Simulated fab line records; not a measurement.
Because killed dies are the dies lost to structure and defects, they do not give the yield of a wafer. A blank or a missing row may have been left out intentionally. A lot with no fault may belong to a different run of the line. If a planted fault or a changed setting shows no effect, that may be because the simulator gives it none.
Chamber matching ; flow n5 finfet ; N5_STI_FIN_REVEAL_ETCHBACK_08 on rie diel-06 has 4 sister chambers
The step etches SiO2 in C4F6/O2, target depth 30.5 nm, time 10.167 s. 8 wafers are shown with their chamber, then 8 later ones without.

== WAFERS WITH THEIR CHAMBER ==
wafer;chamber;showerhead plenum p Torr (Torr);rf vpp V (V)
L084.3;3;2.84;681
L089.2;3;2.83;681
L090.4;2;2.79;670
L090.5;0;2.79;677
L093.2;2;2.79;671
L093.5;0;2.79;675
L093.6;1;2.90;678
L094.2;1;2.90;681

== WAFERS WITH NO CHAMBER GIVEN ==
wafer;showerhead plenum p Torr (Torr);rf vpp V (V)
L094.3;2.79;672
L094.4;2.82;680
L095.3;2.79;677
L095.5;2.90;679
L095.6;2.79;676
L096.3;2.82;682
L096.4;2.90;680
L096.5;2.90;681

== THE CHAMBER EACH PASSED THROUGH ==
wafer;from the rows above;in truth
L094.3;can't be placed: 2 or 0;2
L094.4;3;3
L095.3;0;0
L095.5;1;1
L095.6;0;0
L096.3;3;3
L096.4;1;1
L096.5;1;1
Correctly placed: 7 of 8. These rows do not allow placing 1 (true chamber among the candidates in 1). Wrongly placed: 0.
How it was worked out, from the rows above alone: a wafer's distance from a chamber is the root of the sum, over the readings, of the square of ((its reading less the chamber's mean) divided by the reading's scatter). The wafer belongs to the nearest chamber; if the next one is less than 2 further off, it can't be placed. Each chamber's mean is taken over the wafers shown for it. The scatter: the root of (the sum of the squares of (reading less its chamber's mean) over the shown wafers, divided by (wafers less chambers)).
